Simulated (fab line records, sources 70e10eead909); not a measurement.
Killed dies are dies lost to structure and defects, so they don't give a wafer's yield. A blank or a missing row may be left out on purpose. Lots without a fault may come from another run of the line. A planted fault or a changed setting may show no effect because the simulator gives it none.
fab line records | flow nand_harc
record lots=6 wafers=18 last_day=33
route steps=1302 shown A_CHANNEL_HOLE_D1@481 A_CHANNEL_FILL_D1@490 END@1302
lots that met no fault: from a run of the same line without faults
start_h: hours from the record's first day to the start of the lot's first wafer shown | wait_h: hours since the lot's step before | " the same as in the row above | L1.1+2: a row that stands for several wafers | - no value, or no start given | * or withheld: withheld | < > ~ a bound
route shown NAME@n: a module of which the file shows steps, and the number in the route of the first | usual: mean/standard deviation of fault-free wafers | same: alike in all rows | chamber/n: place in a boat | sites: the reading at each site | _std_site: their standard deviation | _edge_site: outer sites' mean less inner sites' | radius_mm: how far each site lies from the wafer's centre | mask NAME#n: copy n | behind: the tool/chamber that last shaped the wafer | hold: why the lot was held/for how many hours/how that ended | device: the transistor (n, p or np) that didn't switch | end of line: the same wafers' tests at the end of the route | a step without rows: its recipe alone | killed: dies lost to structure and defects at the first sort, not the wafer's yield | map: a wafer's dies, x killed, . not, _ none there
set.NAME: the setting as run; set.NAME@STEP: as run at that earlier step | model.NAME: the simulator's own value behind a step, which no gauge read
lots at some steps of the route; a table a step, a row a wafer
services: from which hour (start_h, from the record's first day; less than 0 if before it) a tool's chamber was out of use, for how many hours, and why
## steps
# step NHARC_A_CHANNEL_HOLE_D1_STRIP_42
# recipe cf4_flow_sccm=100 chf3_flow_sccm=30 ar_flow_sccm=0 bias_w=0 chemistry=CF4/CHF3
# step NHARC_A_CHANNEL_HOLE_D1_STRIP_43
# recipe o2_flow_sccm=400 cos_flow_sccm=20 ar_flow_sccm=0 bias_w=0 chemistry=O2/COS
# step NHARC_A_CHANNEL_HOLE_D1_ETCH_44
# recipe target_depth_a=1400 overetch_a=140 time_s=77 ion_energy_ev=100 cf4_flow_sccm=80 o2_flow_sccm=20 ar_flow_sccm=0 rf_w=300 bias_w=100 chemistry=CF4/O2
# usual drypump_motor_current_A=5.89/0.29 oes_ar_750_au=1.001/0.0046 oes_o_777_au=1.001/0.0044 oes_product_au=1.001/0.011 rf_vpp_V=197.9/1.3 showerhead_plenum_p_Torr=1.34/0.056 throttle_valve_pct=13.396/0.0082
# columns lot.wafer tool chamber start_h wait_h drypump_motor_current_A oes_ar_750_au oes_o_777_au oes_product_au rf_hours_counter_h rf_vpp_V showerhead_plenum_p_Torr throttle_valve_pct
L406.3 rie_diel-08 1 252.32 0.1 5.69 1.001 1.004 0.992 5 196.2 1.32 13.401
L406.6 " 1 " " 5.66 1.001 1.008 1.003 - 198.1 1.32 13.389
L406.4 " 2 " " 6.27 0.999 0.995 0.991 - 196.7 1.28 13.400
L407.4 rie_diel-10 3 271.89 0.0 5.84 0.997 0.997 1.003 9 196.5 1.25 13.402
L407.1 " 1 " " 5.17 0.996 0.995 0.988 12 197.8 1.37 13.390
L407.6 " 3 " " 5.85 1.004 0.998 0.997 - 197.1 1.25 13.393
L416.4 rie_diel-08 0 357.89 0.1 5.80 1.003 0.992 0.988 15 198.8 1.36 13.404
L416.3 " 3 " " 5.91 1.000 1.005 1.016 15 198.7 1.42 13.400
L416.6 " 1 " " 5.69 0.998 0.996 0.989 - 196.5 1.32 13.393
L417.2 rie_diel-08 1 362.59 0.1 5.67 1.004 1.007 0.993 14 198.1 1.32 13.383
L417.6 " 1 " " 5.72 1.001 1.002 0.994 - 199.6 1.32 13.402
L417.5 " 2 " " 6.29 1.009 0.999 1.001 - 197.8 1.28 13.388
L419.1 rie_diel-08 0 387.98 0.1 5.78 0.998 0.997 1.004 1 196.2 1.36 13.403
L419.6 " 0 " " 5.81 1.005 0.993 1.012 - 198.6 1.36 13.401
L419.5 " 3 " " 5.93 1.002 0.997 1.015 - 200.0 1.42 13.393
L421.2 rie_diel-08 0 411.16 0.1 5.80 1.001 0.996 1.004 3 198.0 1.36 13.395
L421.3 " 1 " " 5.64 1.001 1.002 0.986 3 198.0 1.32 13.401
L421.5 " 2 " " 6.29 1.002 1.001 0.994 - 197.9 1.28 13.389
# step NHARC_A_CHANNEL_HOLE_D1_STRIP_27
# recipe o2_flow_sccm=500 ar_flow_sccm=0 bias_w=0 chemistry=O2
# usual drypump_motor_current_A=5.9/0.3 oes_product_au=1.003/0.011 rf_vpp_V=57.7/0.92 showerhead_plenum_p_Torr=3.53/0.14 throttle_valve_pct=17.037/0.0091
# columns lot.wafer tool chamber start_h wait_h drypump_motor_current_A oes_product_au rf_hours_counter_h rf_vpp_V showerhead_plenum_p_Torr throttle_valve_pct
L406.3 rie_diel-08 1 - - 5.7 1.000 5 57.0 3.49 17.033
L406.4 " 3 " " 5.9 1.021 - 56.5 3.75 17.045
L406.6 " 1 " " 5.7 0.991 - 56.3 3.49 17.039
L407.4 rie_diel-10 1 - - 5.2 1.001 12 58.1 3.61 17.046
L407.1 " 2 " " 5.7 1.013 10 56.6 3.51 17.042
L407.6 " 1 " " 5.2 0.993 - 57.0 3.61 17.037
L416.3 rie_diel-08 2 - - 6.3 1.004 13 57.5 3.38 17.031
L416.4 " 3 " " 5.9 1.019 15 59.7 3.74 17.031
L416.6 " 1 " " 5.7 1.002 - 58.1 3.48 17.049
L417.2 rie_diel-08 1 - - 5.7 0.992 14 59.9 3.48 17.043
L417.6 " 2 " " 6.3 1.005 - 56.6 3.38 17.047
L417.5 " 3 " " 5.9 1.003 - 57.5 3.74 17.042
L419.1 rie_diel-08 3 - - 5.9 1.024 1 58.6 3.74 17.036
L419.5 " 1 " " 5.7 1.002 - 58.9 3.48 17.046
L419.6 " 3 " " 5.9 1.017 - 58.6 3.74 17.043
L421.2 rie_diel-08 2 - - 6.3 1.003 2 58.3 3.38 17.037
L421.3 " 0 " " 5.8 0.999 3 58.0 3.60 17.046
L421.5 " 1 " " 5.7 0.987 - 57.7 3.48 17.041
# step NHARC_A_CHANNEL_HOLE_D1_PRECLEAN_28
# recipe time_s=* temp_c=50 bath_age_min=0 chemistry=SC1
# step NHARC_A_CHANNEL_HOLE_D1_SRD_29
# step NHARC_A_CHANNEL_HOLE_D1_CD_MEAS_30
# usual cd_nm=89.5/1.6
# columns lot.wafer tool chamber start_h wait_h cd_nm
L406.3 cd_sem-01 - 253.23 - 91.1
L406.4 " - " " 89.5
L406.6 " - " " 90.1
L407.1 cd_sem-03 - 272.68 - 88.8
L407.4 " - " " 91.3
L407.6 " - " " 87.7
L416.3 cd_sem-03 - 358.69 - 88.3
L416.4 " - " " 89.7
L416.6 " - " " 90.6
L417.2 cd_sem-01 - 363.38 - 90.7
L417.5 " - " " 88.2
L417.6 " - " " 89.2
L419.1 cd_sem-02 - 388.89 - 87.4
L419.5 " - " " 89.6
L419.6 " - " " 89.2
L421.2 cd_sem-01 - 411.95 - 89.5
L421.3 " - " " 90.8
L421.5 " - " " 89.3
# step NHARC_A_CHANNEL_HOLE_D1_XSEM_31
# recipe landing_energy_ev=35000
# usual bot_cd_nm=74.0/1.7 bow_nm=8.6/0.34 tilt_deg=0.06/0.037
# columns lot.wafer tool chamber start_h wait_h bot_cd_nm bow_nm tilt_deg
L406.3 xsem-02 0 253.32 0.1 75.9 8.7 0.02
L406.4 " 0 " " 74.1 8.7 0.02
L406.6 " 0 " " 74.8 8.8 0.02
L407.1 xsem-01 0 272.77 0.1 73.5 9.0 0.08
L407.4 " 0 " " 76.1 9.0 0.08
L407.6 " 0 " " 73.4 9.0 0.08
L416.3 xsem-01 0 358.78 0.1 70.8 8.8 0.03
L416.4 " 0 " " 73.3 8.8 0.03
L416.6 " 0 " " 73.8 8.7 0.03
L417.2 xsem-02 0 363.47 0.1 74.6 7.9 0.09
L417.5 " 0 " " 72.8 7.9 0.09
L417.6 " 0 " " 73.8 7.9 0.09
L419.1 xsem-01 0 388.98 0.1 71.4 8.5 0.04
L419.5 " 0 " " 75.0 8.4 0.05
L419.6 " 0 " " 73.4 8.4 0.05
L421.2 xsem-01 0 412.04 0.1 74.9 9.4 0.01
L421.3 " 0 " " 76.0 9.5 0.01
L421.5 " 0 " " 75.1 9.5 0.01
# step NHARC_A_CHANNEL_HOLE_D1_INSPECT_40
# usual raw_defect_count=76/28
# columns lot.wafer tool chamber start_h wait_h raw_defect_count
L406.3 defect_inspect-02 - 253.42 - 80
L406.4 " - " " 114
L406.6 " - " " 91
L407.1 defect_inspect-02 - 272.87 - 92
L407.4 " - " " 91
L407.6 " - " " 134
L416.3 defect_inspect-02 - 358.87 - 112
L416.4 " - " " 130
L416.6 " - " " 110
L417.2 defect_inspect-02 - 363.57 - 77
L417.5 " - " " 102
L417.6 " - " " 114
L419.1 defect_inspect-01 - 389.08 - 81
L419.5 " - " " 75
L419.6 " - " " 80
L421.2 defect_inspect-02 - 412.13 - 66
L421.3 " - " " 71
L421.5 " - " " 71
# step NHARC_A_CHANNEL_FILL_D1_PRECLEAN_00
# recipe time_s=* temp_c=50 bath_age_min=0 chemistry=SC1
# step NHARC_A_CHANNEL_FILL_D1_SRD_01
# step NHARC_A_CHANNEL_FILL_D1_ALD_02
# recipe target_thk_a=60 pulse_time_s=10 ald_cycles=60 temp_c=300 material=SiO2
# usual heater_power_outer_w=271/36 heater_power_w=469/46 precursor_pulse_height_rel=0.999/0.021 susceptor_temp_C=300.00/0.19
# same ald_cycles=60 pulse_time_s=10
# columns lot.wafer tool chamber start_h wait_h heater_power_outer_w heater_power_w precursor_pulse_height_rel since_wet_clean_h susceptor_temp_C
L406.4 ald_hk-01 3 253.76 - 303 497 1.025 126 300.16
L406.3 " 0 " " 232 427 0.966 126 300.07
L406.6 " 2 " " 322 520 0.997 - 300.20
L407.1 ald_hk-04 1 273.14 - 301 498 0.975 9 299.97
L407.4 " 2 " " 219 395 1.013 9 300.26
L407.6 " 1 " " 302 504 0.988 - 300.05
L416.3 ald_hk-03 1 359.06 - 325 524 1.012 137 299.99
L416.4 " 3 " " 248 448 1.023 137 299.70
L416.6 " 2 " " 220 407 0.977 - 299.69
L417.2 ald_hk-03 0 363.94 0.3 278 474 1.046 142 300.09
L417.5 " 2 " " 221 414 0.989 - 300.14
L417.6 " 3 " " 255 438 0.981 - 299.82
L419.1 ald_hk-04 3 389.54 0.3 263 473 0.990 125 300.08
L419.6 " 0 " " 287 477 0.975 - 300.08
L419.5 " 1 " " 302 492 0.995 - 299.78
L421.2 ald_hk-04 2 412.36 0.1 219 420 0.981 148 299.92
L421.3 " 0 " " 290 511 1.032 148 300.32
L421.5 " 2 " " 217 416 1.000 - 300.35
# step NHARC_A_CHANNEL_FILL_D1_ALD_03
# recipe target_thk_a=60 pulse_time_s=60 ald_cycles=58 temp_c=630 pressure_torr=2 material=SiNx
# usual ald_cycles=58/0 chamber_pressure_Torr=1.999/0.0053 precursor_pulse_height_rel=0.999/0.021 pulse_time_s=60/0 susceptor_temp_C=630.15/0.28
# columns lot.wafer tool chamber start_h wait_h ald_cycles chamber_pressure_Torr precursor_pulse_height_rel pulse_time_s susceptor_temp_C
L406.3 ald_sin_batch-03 0 257.05 - 58 1.992 0.987 60 630.08
L406.4 " 0 " " 58 1.987 1.021 60 630.53
L406.6 " 0 " " 58 1.996 0.976 60 630.24
L407.1 ald_sin_batch-01 0 276.52 - 58 2.003 1.030 60 -
L407.4 " 0 " " 58 2.001 1.009 60 -
L407.6 " 0 " " 58 1.999 0.971 60 -
L416.3 ald_sin_batch-01 - 362.49 - - - - - -
L416.4 " - " " - - - - -
L416.6 " - " " - - - - -
L417.2 ald_sin_batch-01 - 367.23 - - - - - -
L417.5 " - " " - - - - -
L417.6 " - " " - - - - -
L419.1 ald_sin_batch-02 0 391.62 - 58 1.994 1.009 60 630.16
L419.5 " 0 " " 58 1.990 0.990 60 630.68
L419.6 " 0 " " 58 1.999 0.996 60 630.64
L421.2 ald_sin_batch-01 0 415.80 - 58 2.003 0.962 60 630.46
L421.3 " 0 " " 58 2.008 1.018 60 630.40
L421.5 " 0 " " 58 1.997 0.989 60 630.03
# step NHARC_A_CHANNEL_FILL_D1_ALD_14
# recipe target_thk_a=25 pulse_time_s=10 ald_cycles=25 temp_c=300 material=SiO2
# usual heater_power_outer_w=267/38 heater_power_w=464/46 precursor_pulse_height_rel=1.003/0.021 susceptor_temp_C=299.99/0.19
# same ald_cycles=25 pulse_time_s=10
# columns lot.wafer tool chamber start_h wait_h heater_power_outer_w heater_power_w precursor_pulse_height_rel since_wet_clean_h susceptor_temp_C
L406.4 ald_hk-01 3 262.49 1.9 301 514 1.011 135 299.94
L406.3 " 1 " " 228 386 1.007 135 300.10
L406.6 " 0 " " 234 426 1.009 - 300.07
L407.4 ald_hk-01 0 280.15 0.1 230 426 0.949 152 300.30
L407.1 " 1 " " 226 390 0.969 152 300.02
L407.6 " 3 " " 301 524 0.997 - 300.39
L416.3 ald_hk-03 0 366.12 0.0 280 484 1.000 144 -
L416.4 " 1 " " 335 521 0.979 144 -
L416.6 " 0 " " 274 474 1.003 - -
L417.2 ald_hk-03 2 370.82 0.0 216 403 1.003 149 299.81
L417.6 " 2 " " 222 411 0.996 - 300.24
L417.5 " 3 " " 253 445 1.007 - 300.12
L419.1 ald_hk-01 2 395.37 0.2 322 548 0.994 87 300.05
L419.5 " 2 " " 327 542 0.979 - 299.96
L419.6 " 3 " " 321 525 1.048 - 300.01
L421.3 ald_hk-04 1 419.44 0.1 299 483 1.008 155 300.34
L421.2 " 2 " " 217 417 1.007 155 300.39
L421.5 " 0 " " 280 500 0.980 - 300.06
# step NHARC_END_SORT_01
# recipe temp_c=25
# usual killed_at_array=56/17 killed_at_other=0.9/1.2 killed_at_periphery=3.9/2.5 killed_dies=61/17 killed_open=3.2/1.8 killed_short=2.7/1.7
# same gross_dies=677
# columns lot.wafer tool chamber start_h wait_h killed_at_array killed_at_other killed_at_periphery killed_dies killed_open killed_short
L417.2 prober-02 0 732.20 2.8 673 2 2 677 7 2
L417.5 prober-02 0 734.60 3.7 677 0 0 677 3 4
L417.6 prober-02 0 735.40 4.0 673 1 3 677 4 4
L416.3 prober-02 0 744.97 3.1 674 0 3 677 5 0
L416.4 prober-02 0 745.76 3.4 669 0 8 677 0 0
L416.6 prober-02 0 747.35 4.0 675 0 2 677 4 4
# killed by level:class
L417.2 A_CHANNEL_FILL_D1:area_ald=580 A_CHANNEL_HOLE_D1:chamber_film_flake=38 A_SLIT:chamber_film_flake=34 A_CONTACT:chamber_film_flake=7 A_STAIRCASE:chamber_film_flake=3 A_CHANNEL_FILL_D1:geometric_particle:open=2 A_BLC:geometric_particle:open=2 A_WL_FILL:chamber_film_flake=2
L417.5 A_CHANNEL_FILL_D1:area_ald=597 A_SLIT:chamber_film_flake=35 A_CHANNEL_HOLE_D1:chamber_film_flake=29 A_CONTACT:chamber_film_flake=4 A_ZERO_WELL:chamber_film_flake=3 A_CHANNEL_FILL_D1:geometric_particle:short=2 A_ONON_D1:geometric_particle:short=1 A_CHANNEL_FILL_D1:geometric_particle:open=1
L417.6 A_CHANNEL_FILL_D1:area_ald=597 A_CHANNEL_HOLE_D1:chamber_film_flake=36 A_SLIT:chamber_film_flake=21 A_STAIRCASE:chamber_film_flake=4 A_CONTACT:chamber_film_flake=4 A_WL_FILL:chamber_film_flake=3 P_CONTACT:geometric_particle:open=1 A_ONON_D1:geometric_particle:short=1
L416.3 A_CHANNEL_FILL_D1:area_ald=630 A_CHANNEL_HOLE_D1:chamber_film_flake=28 A_CONTACT:chamber_film_flake=6 A_SLIT:chamber_film_flake=5 P_CONTACT:geometric_particle:open=2 A_STAIRCASE:chamber_film_flake=2 P_GATE:geometric_particle:open=1 A_CHANNEL_HOLE_D1:geometric_particle:open=1
L416.4 A_CHANNEL_FILL_D1:area_ald=630 A_CHANNEL_HOLE_D1:chamber_film_flake=28 A_CONTACT:chamber_film_flake=5 P_BONDPAD:chamber_film_flake=4 A_SLIT:chamber_film_flake=4 P_CONTACT:chamber_film_flake=3 P_GATE:chamber_film_flake=1 A_ZERO_WELL:chamber_film_flake=1
L416.6 A_CHANNEL_FILL_D1:area_ald=620 A_CHANNEL_HOLE_D1:chamber_film_flake=32 A_CONTACT:chamber_film_flake=10 A_STAIRCASE:chamber_film_flake=3 A_CHANNEL_FILL_D1:chamber_film_flake=2 P_M0:geometric_particle:open=1 P_M1:geometric_particle:open=1 A_SOURCE_PLATE:geometric_particle:short=1
# map L416.3 (x killed, . not)
____________x____________
_________xxxxxxx_________
_______xxxxxxxxxxx_______
______xxxxxxxxxxxxx______
_____xxxxxxxxxxxxxxx_____
____xxxxxxxxxxxxxxxxx____
____xxxxxxxxxxxxxxxxx____
___xxxxxxxxxxxxxxxxxxx___
___xxxxxxxxxxxxxxxxxxx___
__xxxxxxxxxxxxxxxxxxxxx__
__xxxxxxxxxxxxxxxxxxxxx__
_xxxxxxxxxxxxxxxxxxxxxxx_
_xxxxxxxxxxxxxxxxxxxxxxx_
_xxxxxxxxxxxxxxxxxxxxxxx_
_xxxxxxxxxxxxxxxxxxxxxxx_
_xxxxxxxxxxxxxxxxxxxxxxx_
xxxxxxxxxxxxxxxxxxxxxxxxx
xxxxxxxxxxxxxxxxxxxxxxxxx
xxxxxxxxxxxxxxxxxxxxxxxxx
xxxxxxxxxxxxxxxxxxxxxxxxx
xxxxxxxxxxxxxxxxxxxxxxxxx
_xxxxxxxxxxxxxxxxxxxxxxx_
_xxxxxxxxxxxxxxxxxxxxxxx_
_xxxxxxxxxxxxxxxxxxxxxxx_
_xxxxxxxxxxxxxxxxxxxxxxx_
_xxxxxxxxxxxxxxxxxxxxxxx_
__xxxxxxxxxxxxxxxxxxxxx__
__xxxxxxxxxxxxxxxxxxxxx__
___xxxxxxxxxxxxxxxxxxx___
___xxxxxxxxxxxxxxxxxxx___
____xxxxxxxxxxxxxxxxx____
____xxxxxxxxxxxxxxxxx____
_____xxxxxxxxxxxxxxx_____
______xxxxxxxxxxxxx______
_______xxxxxxxxxxx_______
_________xxxxxxx_________
____________x____________
# map L417.2 (x killed, . not)
____________x____________
_________xxxxxxx_________
_______xxxxxxxxxxx_______
______xxxxxxxxxxxxx______
_____xxxxxxxxxxxxxxx_____
____xxxxxxxxxxxxxxxxx____
____xxxxxxxxxxxxxxxxx____
___xxxxxxxxxxxxxxxxxxx___
___xxxxxxxxxxxxxxxxxxx___
__xxxxxxxxxxxxxxxxxxxxx__
__xxxxxxxxxxxxxxxxxxxxx__
_xxxxxxxxxxxxxxxxxxxxxxx_
_xxxxxxxxxxxxxxxxxxxxxxx_
_xxxxxxxxxxxxxxxxxxxxxxx_
_xxxxxxxxxxxxxxxxxxxxxxx_
_xxxxxxxxxxxxxxxxxxxxxxx_
xxxxxxxxxxxxxxxxxxxxxxxxx
xxxxxxxxxxxxxxxxxxxxxxxxx
xxxxxxxxxxxxxxxxxxxxxxxxx
xxxxxxxxxxxxxxxxxxxxxxxxx
xxxxxxxxxxxxxxxxxxxxxxxxx
_xxxxxxxxxxxxxxxxxxxxxxx_
_xxxxxxxxxxxxxxxxxxxxxxx_
_xxxxxxxxxxxxxxxxxxxxxxx_
_xxxxxxxxxxxxxxxxxxxxxxx_
_xxxxxxxxxxxxxxxxxxxxxxx_
__xxxxxxxxxxxxxxxxxxxxx__
__xxxxxxxxxxxxxxxxxxxxx__
___xxxxxxxxxxxxxxxxxxx___
___xxxxxxxxxxxxxxxxxxx___
____xxxxxxxxxxxxxxxxx____
____xxxxxxxxxxxxxxxxx____
_____xxxxxxxxxxxxxxx_____
______xxxxxxxxxxxxx______
_______xxxxxxxxxxx_______
_________xxxxxxx_________
____________x____________
## services
# columns tool chamber start_h hours kind
rie_diel-10 - 242.80 9.0 pm
ald_hk-03 - 248.47 0.5 repair
rie_diel-08 0 248.96 - clean
rie_diel-08 1 248.96 - clean
rie_diel-08 2 248.96 - clean
rie_diel-08 3 248.96 - clean
ald_hk-04 - 254.52 10.0 pm
ald_sin_batch-02 - 266.00 26.0 pm
rie_diel-08 0 273.46 - clean
rie_diel-08 1 273.46 - clean
rie_diel-08 2 273.46 - clean
rie_diel-08 3 273.46 - clean
ald_hk-04 - 282.13 4.4 repair
rie_diel-08 0 297.96 - clean
rie_diel-08 1 297.96 - clean
rie_diel-08 2 297.96 - clean
rie_diel-08 3 297.96 - clean
rie_diel-08 0 322.52 - clean
rie_diel-08 1 322.52 - clean
rie_diel-08 1 354.84 1.3 repair
rie_diel-08 - 367.83 9.0 pm
xsem-01 - 374.00 14.0 pm
rie_diel-08 2 387.51 12.5 repair
rie_diel-08 - 414.49 0.1 repair
## key
first_sign step=NHARC_A_CHANNEL_FILL_D1_ALD_03 reading=tool_record direction=missing
effect step=NHARC_END_SORT_01 reading=killed_at_array direction=up sigmas=37 usual=56 struck=674
more_kills_born_at NHARC_A_CHANNEL_FILL_D1_ALD_03@ald_sin_batch-01=3654
met_at NHARC_A_CHANNEL_FILL_D1_ALD_03
struck_wafers L416.3,L416.4,L416.6,L417.2,L417.5,L417.6
later_rows_left_out L416.3,L416.4,L416.6,L417.2,L417.5,L417.6
tester_left_out L416,L417
onset_between 276.52 362.49
fault kind=skipped_step_whole tool=ald_sin_batch-01 chamber=- onset_h=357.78 steps=NHARC_A_CHANNEL_FILL_D1_ALD_03 scope=struck_lots_only
# tester_left_out: of these lots the tester's yield and bins aren't shown, on N5 and GAA mostly nor the transistor test; their killed dies are dies lost to structure and defects alone, not to doping, threshold or leakage, so they don't give the yield
# later_rows_left_out: the simulator's readings of these wafers behind a module that went badly wrong aren't trusted and aren't shown, but for the sort
